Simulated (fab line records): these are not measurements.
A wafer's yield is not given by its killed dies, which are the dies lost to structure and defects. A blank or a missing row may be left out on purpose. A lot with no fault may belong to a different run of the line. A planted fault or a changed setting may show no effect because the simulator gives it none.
Matching of chambers | flow n5-finfet | 3 sister chambers for N5_BEOL_M12_DEP_53 on pecvd-04
The step deposits SiCN from 3MS/NH3, target thk 30 nm, time 10.5 s. 18 wafers are shown with their chamber, then 9 later ones without.

WAFERS, EACH WITH ITS CHAMBER
wafer  | chamber | throttle-valve-pct (%) | showerhead-plenum-p-Torr (Torr)
L078.1 | 0       | 17.7                   | 4.164
L078.4 | 2       | 17.8                   | 4.182
L078.5 | 1       | 19.2                   | 4.174
L088.1 | 2       | 18.1                   | 4.184
L088.2 | 1       | 19.1                   | 4.184
L088.3 | 0       | 17.8                   | 4.165
L090.1 | 1       | 19.4                   | 4.190
L090.3 | 0       | 17.7                   | 4.171
L090.5 | 1       | 18.8                   | 4.174
L091.1 | 0       | 17.8                   | 4.160
L091.2 | 2       | 18.1                   | 4.181
L091.4 | 1       | 19.3                   | 4.186
L092.1 | 2       | 18.1                   | 4.183
L092.3 | 0       | 17.7                   | 4.168
L092.4 | 0       | 17.7                   | 4.172
L095.1 | 0       | 17.6                   | 4.162
L095.2 | 2       | 17.9                   | 4.185
L095.4 | 0       | 17.9                   | 4.175

SIGNATURES, as means of the wafers listed above
reading                  | chamber 0 | chamber 1 | chamber 2 | scatter within a chamber
throttle-valve-pct       | 17.738    | 19.160    | 18.000    | 0.153
showerhead-plenum-p-Torr | 4.16713   | 4.18160   | 4.18300   | 0.00525
Rule: for each reading, subtract the chamber's mean from the wafer's reading, divide by that reading's scatter and square the result; add these up over the readings and take the root, which gives the wafer's distance from the chamber. If the next closest chamber is less than 2 further off than the closest, the wafer can't be placed; otherwise it belongs to the closest. The scatter: the root of (the sum of the squares of (reading less its chamber's mean) over the shown wafers, divided by (wafers less chambers)).

WAFERS WHOSE CHAMBER IS MISSING
wafer  | throttle-valve-pct (%) | showerhead-plenum-p-Torr (Torr)
L095.3 | 18.2                   | 4.187
L095.5 | 18.0                   | 4.181
L095.6 | 18.0                   | 4.171
L096.4 | 17.9                   | 4.186
L096.5 | 17.9                   | 4.170
L096.6 | 18.3                   | 4.193
L097.2 | 17.9                   | 4.171
L097.4 | 17.6                   | 4.171
L097.5 | 18.1                   | 4.181

THE CHAMBER EACH PASSED THROUGH
wafer  | from the rows above     | in truth
L095.3 | 2                       | 2
L095.5 | 2                       | 2
L095.6 | can't be placed: 0 or 2 | 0
L096.4 | 2                       | 2
L096.5 | can't be placed: 0 or 2 | 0
L096.6 | 2                       | 2
L097.2 | can't be placed: 0 or 2 | 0
L097.4 | 0                       | 0
L097.5 | 2                       | 2
Correct placement for 6 of the 9. These rows do not allow placing 3 (true chamber among the candidates in 3). 0 placed wrongly.
